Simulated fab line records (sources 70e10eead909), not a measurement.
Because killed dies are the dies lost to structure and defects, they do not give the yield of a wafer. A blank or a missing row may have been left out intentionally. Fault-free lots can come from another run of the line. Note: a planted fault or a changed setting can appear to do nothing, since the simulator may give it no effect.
fab line records + flow nand_harc
[record]
- lots = 13
- wafers = 33
- last_day = 34
route steps=1302 shown P_STI@96 P_GATE@141 END@1302
lots that met no fault: from a run of the same line without faults
start_h: hours from the record's opening day to when the first of the lot's shown wafers began + wait_h: how many hours have passed since the lot's step before this one + " repeats the value in the row above + L1.1+2: one row covering several wafers at once + - value missing, or start not given + * or withheld: withheld + < > ~ a bound
route shown NAME@n: NAME is a module with steps in the file, n the number in the route of the first one + usual: mean/standard deviation of fault-free wafers + same: alike in all rows + chamber/n: place in a boat + sites: the reading at each site + _std_site: the values' standard deviation + _edge_site: mean of outer sites minus mean of inner sites + radius_mm: how far each site lies from the wafer's centre + mask NAME#n: copy n + behind: the last tool/chamber to shape the wafer + hold: why the lot was held/for how many hours/how that ended + device: the transistor (n, p or np) that didn't switch + end of line: the same wafers' tests at the end of the route + a step with no rows: only its recipe + killed: at the first sort, the dies lost to defects and structure; wafer yield is something else + map: a wafer's dies, marking killed ones x, the rest . and places with no die _
set.NAME: setting as actually run; set.NAME@STEP: the setting as run at that earlier step + model.NAME: the simulator's own value behind a step, which no gauge read
the route's steps for a sample of lots (tables are steps, rows are wafers)
services: a tool's chamber out of use, with start hour (start_h, from the record's first day; less than 0 if before it), hours out, and reason
[[steps]]
[step NHARC_P_STI_OCD_MEAS_43]
[usual]
- trench_depth_nm = 301/3.9
- trench_foot_cd_nm = 157/4.1
| lot.wafer | tool   | chamber | start_h | wait_h | trench_depth_nm | trench_foot_cd_nm |
|-----------|--------|---------|---------|--------|-----------------|-------------------|
| L667.1    | ocd-02 | -       | 46.70   | -      | 296             | 162               |
| L667.3    | "      | -       | "       | "      | 295             | 161               |
| L667.6    | "      | -       | "       | "      | 299             | 164               |
| L668.1    | ocd-02 | -       | 57.58   | -      | 301             | 152               |
| L668.2    | "      | -       | "       | "      | 293             | 154               |
| L668.5    | "      | -       | "       | "      | 296             | 156               |
| L669.2    | ocd-01 | -       | 66.41   | -      | 294             | 163               |
| L669.3    | "      | -       | "       | "      | 293             | 160               |
| L669.5    | "      | -       | "       | "      | 293             | 165               |
| L672.3    | ocd-01 | -       | 95.08   | -      | 304             | 152               |
| L672.5    | "      | -       | "       | "      | 304             | 155               |
| L672.6    | "      | -       | "       | "      | 305             | 156               |
| L674.2    | ocd-02 | -       | 115.34  | -      | 297             | 154               |
| L674.4    | "      | -       | "       | "      | 305             | 156               |
| L674.5    | "      | -       | "       | "      | 301             | 154               |
| L675.2    | ocd-01 | -       | 124.84  | -      | 295             | 158               |
| L675.4    | "      | -       | "       | "      | 305             | 154               |
| L675.6    | "      | -       | "       | "      | 292             | 151               |
| L677.3    | ocd-02 | -       | 143.50  | -      | 298             | 155               |
| L677.5    | "      | -       | "       | "      | 300             | 152               |
| L677.6    | "      | -       | "       | "      | 303             | 155               |
| L678.5    | ocd-02 | -       | 153.04  | -      | 298             | 153               |
| L679.5    | ocd-02 | -       | 163.51  | -      | 308             | 163               |
| L680.1    | ocd-02 | -       | 175.27  | -      | 303             | 155               |
| L688.2    | ocd-01 | -       | 257.69  | -      | 301             | 157               |
| L688.3    | "      | -       | "       | "      | 304             | 157               |
| L688.5    | "      | -       | "       | "      | 299             | 159               |
| L689.1    | ocd-02 | -       | 265.81  | -      | 297             | 152               |
| L689.2    | "      | -       | "       | "      | 301             | 156               |
| L689.3    | "      | -       | "       | "      | 298             | 155               |
| L690.2    | ocd-01 | -       | 278.66  | -      | 293             | 160               |
| L690.4    | "      | -       | "       | "      | 304             | 158               |
| L690.6    | "      | -       | "       | "      | 295             | 161               |
[step NHARC_P_STI_HDPCVD_20]
[recipe]
- target_thk_a = withheld
- sigma_open_frac = withheld
- material = SiO2
| lot.wafer  | tool      | chamber | start_h | wait_h |
|------------|-----------|---------|---------|--------|
| L667.1+3+6 | hdpcvd-01 | 0,0,1   | 56.54   | 0.5    |
| L668.1+2+5 | hdpcvd-01 | 1,0,1   | 65.23   | 0.4    |
| L669.2+3+5 | hdpcvd-01 | 1       | 77.93   | 0.5    |
| L672.3+5+6 | hdpcvd-01 | 1,0,1   | 103.13  | 0.6    |
| L674.2+4+5 | hdpcvd-01 | 1       | 124.45  | 0.5    |
| L675.2+4+6 | hdpcvd-01 | 1,0,1   | 132.54  | 0.4    |
| L677.3+6+5 | hdpcvd-01 | 0,1,0   | 151.43  | 0.6    |
| L678.5     | hdpcvd-01 | 0       | 162.91  | 0.8    |
| L679.5     | hdpcvd-01 | 0       | 172.76  | 0.8    |
| L680.1     | hdpcvd-01 | 0       | 183.52  | 0.4    |
| L688.2+3+5 | hdpcvd-01 | 1       | 266.49  | 0.4    |
| L689.2+1+3 | hdpcvd-01 | 0,1,1   | 274.24  | 0.4    |
| L690.2+4+6 | hdpcvd-01 | 0,1,1   | 287.93  | 0.5    |
[step NHARC_P_GATE_CD_MEAS_26]
[recipe]
- target_cd_nm = 120
- landing_energy_ev = 500
[usual]
- cd_nm = 120.1/0.71
| lot.wafer | tool      | chamber | start_h | wait_h | cd_nm |
|-----------|-----------|---------|---------|--------|-------|
| L667.1    | cd_sem-02 | 0       | 103.08  | -      | 119.4 |
| L667.3    | "         | 0       | "       | "      | 121.0 |
| L667.6    | "         | 0       | "       | "      | 119.7 |
| L668.1    | cd_sem-03 | 0       | 106.96  | -      | 120.0 |
| L668.2    | "         | 0       | "       | "      | 120.4 |
| L668.5    | "         | 0       | "       | "      | 119.1 |
| L669.2    | cd_sem-03 | 0       | 124.39  | -      | 120.5 |
| L669.3    | "         | 0       | "       | "      | 119.3 |
| L669.5    | "         | 0       | "       | "      | 119.8 |
| L672.3    | cd_sem-02 | 0       | 146.20  | -      | 119.8 |
| L672.5    | "         | 0       | "       | "      | 120.1 |
| L672.6    | "         | 0       | "       | "      | 119.5 |
| L674.2    | cd_sem-02 | 0       | 169.47  | -      | 120.3 |
| L674.4    | "         | 0       | "       | "      | 120.7 |
| L674.5    | "         | 0       | "       | "      | 121.7 |
| L675.2    | cd_sem-01 | 0       | 173.95  | -      | 120.2 |
| L675.4    | "         | 0       | "       | "      | 121.4 |
| L675.6    | "         | 0       | "       | "      | 120.6 |
| L677.3    | cd_sem-02 | 0       | 197.65  | -      | 118.9 |
| L677.5    | "         | 0       | "       | "      | 119.4 |
| L677.6    | "         | 0       | "       | "      | 120.1 |
| L678.5    | cd_sem-01 | 0       | 208.49  | -      | 120.4 |
| L679.5    | cd_sem-01 | 0       | 214.26  | -      | 119.1 |
| L680.1    | cd_sem-03 | 0       | 224.84  | -      | 120.6 |
| L688.2    | cd_sem-02 | 0       | 316.76  | -      | 121.2 |
| L688.3    | "         | 0       | "       | "      | 120.6 |
| L688.5    | "         | 0       | "       | "      | 120.1 |
| L689.1    | cd_sem-02 | 0       | 319.50  | -      | 120.6 |
| L689.2    | "         | 0       | "       | "      | 121.5 |
| L689.3    | "         | 0       | "       | "      | 120.7 |
| L690.2    | cd_sem-02 | 0       | 330.21  | -      | 120.0 |
| L690.4    | "         | 0       | "       | "      | 120.7 |
| L690.6    | "         | 0       | "       | "      | 120.6 |
[step NHARC_P_GATE_DESCUM_31]
[recipe]
- time_s = 3
- o2_flow_sccm = 200
- ar_flow_sccm = 0
- bias_power_w = 0
- chemistry = O2
[usual]
- drypump_motor_current_A = 5.7/0.41
- oes_product_au = 1.004/0.017
- rf_vpp_V = 57.9/1
- showerhead_plenum_p_Torr = 1.94/0.076
- throttle_valve_pct = 11.311/0.008
| lot.wafer | tool        | chamber | start_h | wait_h | hold                     | drypump_motor_current_A | oes_product_au | rf_hours_counter_h | rf_vpp_V | showerhead_plenum_p_Torr | throttle_valve_pct |
|-----------|-------------|---------|---------|--------|--------------------------|-------------------------|----------------|--------------------|----------|--------------------------|--------------------|
| L667.3    | rie_diel-01 | 0       | 103.27  | 0.1    | -                        | 5.8                     | 1.009          | 4.9                | 58.2     | 2.04                     | 11.311             |
| L667.1    | "           | 1       | "       | "      | -                        | 6.4                     | 1.015          | 4.8                | 59.4     | 1.97                     | 11.320             |
| L667.6    | "           | 0       | "       | "      | -                        | 5.8                     | 1.013          | -                  | 59.6     | 2.04                     | 11.318             |
| L668.2    | rie_diel-01 | 2       | 107.14  | 0.1    | -                        | 5.5                     | 1.009          | 5.8                | 57.7     | 1.93                     | 11.314             |
| L668.1    | "           | 1       | "       | "      | -                        | 6.4                     | 1.019          | 4.9                | 57.0     | 1.97                     | 11.307             |
| L668.5    | "           | 1       | "       | "      | -                        | 6.3                     | 1.018          | -                  | 59.0     | 1.97                     | 11.310             |
| L669.3    | rie_diel-08 | 0       | 124.58  | 0.1    | -                        | 5.1                     | 1.008          | 6.4                | 57.5     | 1.97                     | 11.309             |
| L669.2    | "           | 1       | "       | "      | -                        | 6.3                     | 0.990          | 5.3                | 57.0     | 1.93                     | 11.298             |
| L669.5    | "           | 0       | "       | "      | -                        | 5.1                     | 1.002          | -                  | 57.6     | 1.97                     | 11.313             |
| L672.3    | rie_diel-08 | 0       | 146.39  | 0.1    | -                        | 5.1                     | 1.002          | 7.7                | 58.7     | 1.97                     | 11.316             |
| L672.6    | "           | 3       | "       | "      | -                        | 5.4                     | 1.022          | -                  | 58.1     | 2.04                     | 11.312             |
| L672.5    | "           | 0       | "       | "      | -                        | 5.1                     | 1.005          | -                  | 58.6     | 1.97                     | 11.308             |
| L674.2    | rie_diel-02 | 0       | 169.67  | 0.1    | -                        | 5.7                     | 1.003          | 4.7                | 55.4     | 1.82                     | 11.307             |
| L674.4    | "           | 1       | "       | "      | -                        | 5.3                     | 1.021          | 4.0                | 58.1     | 1.80                     | 11.311             |
| L674.5    | "           | 2       | "       | "      | -                        | 5.6                     | 0.980          | -                  | 57.5     | 2.00                     | 11.308             |
| L675.2    | rie_diel-01 | 1       | 174.15  | 0.1    | -                        | 6.4                     | 1.016          | 7.7                | 57.1     | 1.97                     | 11.311             |
| L675.4    | "           | 2       | "       | "      | -                        | 5.5                     | 0.996          | 9.0                | 56.8     | 1.93                     | 11.310             |
| L675.6    | "           | 0       | "       | "      | -                        | 5.8                     | 0.995          | -                  | 56.2     | 2.04                     | 11.292             |
| L677.3    | rie_diel-02 | 2       | 197.86  | 0.1    | -                        | 5.6                     | 0.990          | 5.7                | 58.9     | 2.00                     | 11.307             |
| L677.6    | "           | 3       | "       | "      | -                        | 5.8                     | 1.001          | -                  | 57.3     | 1.78                     | 11.315             |
| L677.5    | "           | 0       | "       | "      | -                        | 5.7                     | 1.006          | -                  | 58.3     | 1.82                     | 11.313             |
| L678.5    | rie_diel-08 | 0       | 213.15  | 4.4    | await_dispo/4.1h/release | 5.1                     | 0.961          | -                  | 59.1     | 1.97                     | 11.317             |
| L679.5    | rie_diel-08 | 0       | 217.83  | 3.3    | await_dispo/3.0h/release | 5.1                     | 0.981          | -                  | 56.7     | 1.97                     | 11.310             |
| L680.1    | rie_diel-08 | 1       | 228.61  | 3.5    | await_dispo/3.4h/release | 6.3                     | 1.011          | 1.4                | 59.6     | 1.93                     | 11.305             |
| L688.3    | rie_diel-08 | 0       | 316.94  | 0.1    | -                        | 5.1                     | 0.979          | 8.0                | 59.3     | 1.97                     | 11.302             |
| L688.2    | "           | 3       | "       | "      | -                        | 5.4                     | 1.031          | 7.6                | 58.4     | 2.04                     | 11.319             |
| L688.5    | "           | 0       | "       | "      | -                        | 5.1                     | 0.986          | -                  | 58.6     | 1.97                     | 11.287             |
| L689.2    | rie_diel-08 | 1       | 319.69  | 0.1    | -                        | 6.3                     | 1.009          | 7.9                | 57.1     | 1.93                     | 11.306             |
| L689.3    | "           | 2       | "       | "      | -                        | 5.2                     | 1.041          | 7.5                | 60.1     | 1.94                     | 11.324             |
| L689.1    | "           | 0       | "       | "      | -                        | 5.1                     | 0.975          | 8.0                | 56.9     | 1.97                     | 11.308             |
| L690.2    | rie_diel-01 | 2       | 330.40  | 0.1    | -                        | 5.5                     | 0.976          | 7.3                | 56.5     | 1.93                     | 11.321             |
| L690.4    | "           | 3       | "       | "      | -                        | 5.8                     | 0.996          | 6.9                | 58.0     | 1.97                     | 11.325             |
| L690.6    | "           | 2       | "       | "      | -                        | 5.5                     | 0.981          | -                  | 57.8     | 1.93                     | 11.303             |
[step NHARC_P_GATE_STRIP_108]
[recipe]
- o2_flow_sccm = 500
- ar_flow_sccm = 0
- bias_w = 0
- chemistry = O2
[usual]
- drypump_motor_current_A = 5.6/0.42
- oes_product_au = 1.004/0.016
- rf_vpp_V = 57.9/0.88
- showerhead_plenum_p_Torr = 3.58/0.13
- throttle_valve_pct = 17.036/0.01
| lot.wafer | tool        | chamber | start_h | wait_h | drypump_motor_current_A | oes_product_au | rf_hours_counter_h | rf_vpp_V | showerhead_plenum_p_Torr | throttle_valve_pct |
|-----------|-------------|---------|---------|--------|-------------------------|----------------|--------------------|----------|--------------------------|--------------------|
| L667.1    | rie_diel-02 | 3       | 103.91  | -      | 5.9                     | 1.002          | 1.4                | 57.8     | 3.30                     | 17.031             |
| L667.3    | "           | 0       | "       | "      | 5.7                     | 1.000          | 1.2                | 59.0     | 3.37                     | 17.055             |
| L667.6    | "           | 2       | "       | "      | 5.7                     | 0.997          | -                  | 57.8     | 3.68                     | 17.042             |
| L668.2    | rie_diel-02 | 3       | 107.86  | -      | 5.9                     | 1.008          | 1.4                | 56.9     | 3.30                     | 17.025             |
| L668.1    | "           | 0       | "       | "      | 5.7                     | 1.006          | 1.3                | 56.7     | 3.37                     | 17.028             |
| L668.5    | "           | 1       | "       | "      | 5.3                     | 1.012          | -                  | 56.2     | 3.34                     | 17.035             |
| L669.3    | rie_diel-08 | 3       | 125.20  | -      | 5.4                     | 1.024          | 6.1                | 58.7     | 3.75                     | 17.027             |
| L669.2    | "           | 1       | "       | "      | 6.3                     | 0.986          | 5.4                | 58.1     | 3.57                     | 17.040             |
| L669.5    | "           | 0       | "       | "      | 5.2                     | 1.012          | -                  | 58.5     | 3.63                     | 17.033             |
| L672.3    | rie_diel-08 | 1       | 147.04  | -      | 6.3                     | 0.993          | 6.3                | 59.0     | 3.56                     | 17.041             |
| L672.6    | "           | 3       | "       | "      | 5.4                     | 1.022          | -                  | 56.4     | 3.75                     | 17.032             |
| L672.5    | "           | 0       | "       | "      | 5.1                     | 0.996          | -                  | 58.5     | 3.63                     | 17.031             |
| L674.2    | rie_diel-08 | 1       | 170.27  | -      | 6.3                     | 1.003          | 9.6                | 57.2     | 3.56                     | 17.037             |
| L674.4    | "           | 1       | "       | "      | 6.4                     | 0.987          | -                  | 57.8     | 3.56                     | 17.025             |
| L674.5    | "           | 3       | "       | "      | 5.4                     | 1.008          | -                  | 58.9     | 3.74                     | 17.045             |
| L675.2    | rie_diel-08 | 2       | 174.77  | -      | 5.2                     | 1.013          | 7.3                | 57.7     | 3.57                     | 17.054             |
| L675.4    | "           | 0       | "       | "      | 5.1                     | 0.993          | 9.5                | 59.0     | 3.62                     | 17.024             |
| L675.6    | "           | 2       | "       | "      | 5.2                     | 1.023          | -                  | 57.0     | 3.57                     | 17.059             |
| L677.3    | rie_diel-01 | 1       | 198.47  | -      | 6.3                     | 1.011          | 9.0                | 56.7     | 3.62                     | 17.041             |
| L677.6    | "           | 1       | "       | "      | 6.4                     | 1.010          | -                  | 59.3     | 3.62                     | 17.040             |
| L677.5    | "           | 2       | "       | "      | 5.5                     | 1.003          | -                  | 58.6     | 3.56                     | 17.029             |
| L678.5    | rie_diel-08 | 2       | 213.89  | -      | 5.2                     | 1.033          | -                  | 58.2     | 3.57                     | 17.052             |
| L679.5    | rie_diel-01 | 0       | 218.63  | -      | 5.8                     | 1.008          | -                  | 58.5     | 3.74                     | 17.027             |
| L680.1    | rie_diel-08 | 0       | 229.26  | -      | 5.1                     | 0.978          | 1.9                | 58.3     | 3.62                     | 17.050             |
| L688.3    | rie_diel-01 | 2       | 317.60  | -      | 5.5                     | 0.975          | 6.6                | 58.4     | 3.55                     | 17.031             |
| L688.2    | "           | 3       | "       | "      | 5.8                     | 0.997          | 6.4                | 57.1     | 3.62                     | 17.031             |
| L688.5    | "           | 0       | "       | "      | 5.8                     | 1.008          | -                  | 57.4     | 3.74                     | 17.035             |
| L689.1    | rie_diel-01 | 0       | 320.31  | -      | 5.8                     | 1.002          | 7.4                | 57.6     | 3.74                     | 17.042             |
| L689.3    | "           | 1       | "       | "      | 6.4                     | 1.008          | 6.0                | 57.9     | 3.62                     | 17.041             |
| L689.2    | "           | 2       | "       | "      | 5.5                     | 0.972          | 6.7                | 58.1     | 3.55                     | 17.032             |
| L690.4    | rie_diel-08 | 3       | 331.05  | -      | 5.4                     | 1.035          | 9.4                | 58.8     | 3.74                     | 17.026             |
| L690.2    | "           | 0       | "       | "      | 5.1                     | 0.977          | 9.7                | 57.4     | 3.62                     | 17.055             |
| L690.6    | "           | 3       | "       | "      | 5.4                     | 1.027          | -                  | 57.5     | 3.74                     | 17.047             |
[step NHARC_END_SORT_01]
[recipe]
- temp_c = 25
[usual]
- killed_at_array = 54/17
- killed_at_other = 0.7/1
- killed_at_periphery = 3.7/2.9
- killed_dies = 58/16
- killed_open = 3.2/1.9
- killed_short = 2.2/1.5
[same]
- gross_dies = 677
| lot.wafer | tool      | chamber | start_h | wait_h | killed_at_array | killed_at_other | killed_at_periphery | killed_dies | killed_open | killed_short |
|-----------|-----------|---------|---------|--------|-----------------|-----------------|---------------------|-------------|-------------|--------------|
| L679.5    | prober-02 | 0       | 674.43  | 3.7    | 26              | 5               | 30                  | 61          | 2           | 2            |
| L680.1    | prober-01 | 0       | 683.27  | 2.5    | 45              | 0               | 34                  | 79          | 1           | 4            |
| L678.5    | prober-01 | 0       | 707.95  | 3.7    | 45              | 0               | 31                  | 76          | 0           | 2            |
// killed by level:class
L679.5 P_STI:unspecified=26 A_CHANNEL_HOLE_D1:chamber_film_flake=6 THIN_TSV:chamber_film_flake=5 A_CHANNEL_FILL_D2:chamber_film_flake=4 A_WL_FILL:chamber_film_flake=4 A_M1:chamber_film_flake=3 P_GATE:chamber_film_flake=2 A_SLIT:chamber_film_flake=2
L680.1 P_STI:unspecified=23 A_CHANNEL_HOLE_D2:chamber_film_flake=23 A_CONTACT:chamber_film_flake=4 P_GATE:chamber_film_flake=4 A_CHANNEL_HOLE_D1:chamber_film_flake=4 A_STAIRCASE:chamber_film_flake=4 P_M1:chamber_film_flake=3 P_STI:chamber_film_flake=2
L678.5 A_CHANNEL_HOLE_D1:chamber_film_flake=37 P_STI:unspecified=26 P_GATE:chamber_film_flake=5 A_CONTACT:chamber_film_flake=2 A_CHANNEL_FILL_D1:geometric_particle:short=1 A_CHANNEL_FILL_D2:geometric_particle:short=1 A_ZERO_WELL:chamber_film_flake=1 A_STAIRCASE:chamber_film_flake=1
[[services]]
| tool        | chamber | start_h | hours | kind   |
|-------------|---------|---------|-------|--------|
| rie_diel-02 | -       | 47.03   | 9.0   | pm     |
| rie_diel-01 | 1       | 67.03   | 3.8   | repair |
| rie_diel-02 | -       | 71.07   | 1.0   | repair |
| hdpcvd-01   | -       | 80.94   | 1.8   | repair |
| rie_diel-02 | 0       | 85.78   | 7.9   | repair |
| rie_diel-08 | -       | 96.19   | 0.5   | repair |
| rie_diel-08 | 1       | 96.99   | 2.0   | repair |
| rie_diel-01 | 0       | 105.69  | 6.6   | repair |
| rie_diel-02 | 1       | 111.14  | 32.0  | repair |
| rie_diel-02 | 2       | 120.63  | 4.5   | repair |
| rie_diel-08 | 0       | 157.91  | 15.1  | repair |
| rie_diel-02 | 3       | 159.18  | 2.5   | repair |
| hdpcvd-01   | -       | 185.00  | 13.0  | pm     |
| rie_diel-08 | -       | 190.80  | 9.0   | pm     |
| rie_diel-01 | 3       | 195.96  | 11.3  | repair |
| rie_diel-01 | -       | 203.80  | 9.0   | pm     |
| rie_diel-08 | 3       | 206.85  | 5.4   | repair |
| rie_diel-02 | 0       | 211.40  | 7.4   | repair |
| rie_diel-02 | -       | 224.03  | 9.0   | pm     |
| hdpcvd-01   | -       | 240.53  | 2.1   | repair |
| rie_diel-01 | 1       | 241.82  | 21.5  | repair |
| hdpcvd-01   | -       | 259.89  | 0.9   | repair |
| rie_diel-08 | 2       | 299.18  | 7.5   | repair |
| rie_diel-01 | 0       | 324.91  | 2.7   | repair |
[[key]]
[first_sign]
- step = NHARC_END_SORT_01
- reading = killed_at_periphery
- direction = up
- sigmas = 9.8
- usual = 3.7
- struck = 31.7
[more_kills_born_at]
- NHARC_P_STI_HDPCVD_20@hdpcvd-01 = 75
met_at NHARC_P_STI_HDPCVD_20
struck_lots L678,L679,L680
struck_wafers L678.5,L679.5,L680.1
tester_left_out L678,L679,L680
not_acting_at NHARC_P_STI_OCD_MEAS_43,NHARC_P_GATE_CD_MEAS_26,NHARC_P_GATE_STRIP_108
onset_between 151.43 162.91
[fault]
- kind = chamber_particle_source
- tool = hdpcvd-01
- chamber = 0
- onset_h = 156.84
- steps = NHARC_P_STI_HDPCVD_20
- rate_per_visit_cm2 = 0.063162
- end_h = 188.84
// tester_left_out: of these lots the tester's yield and bins aren't shown, on N5 and GAA mostly nor the transistor test; their killed dies are dies lost to structure and defects alone, not to doping, threshold or leakage, so they don't give the yield
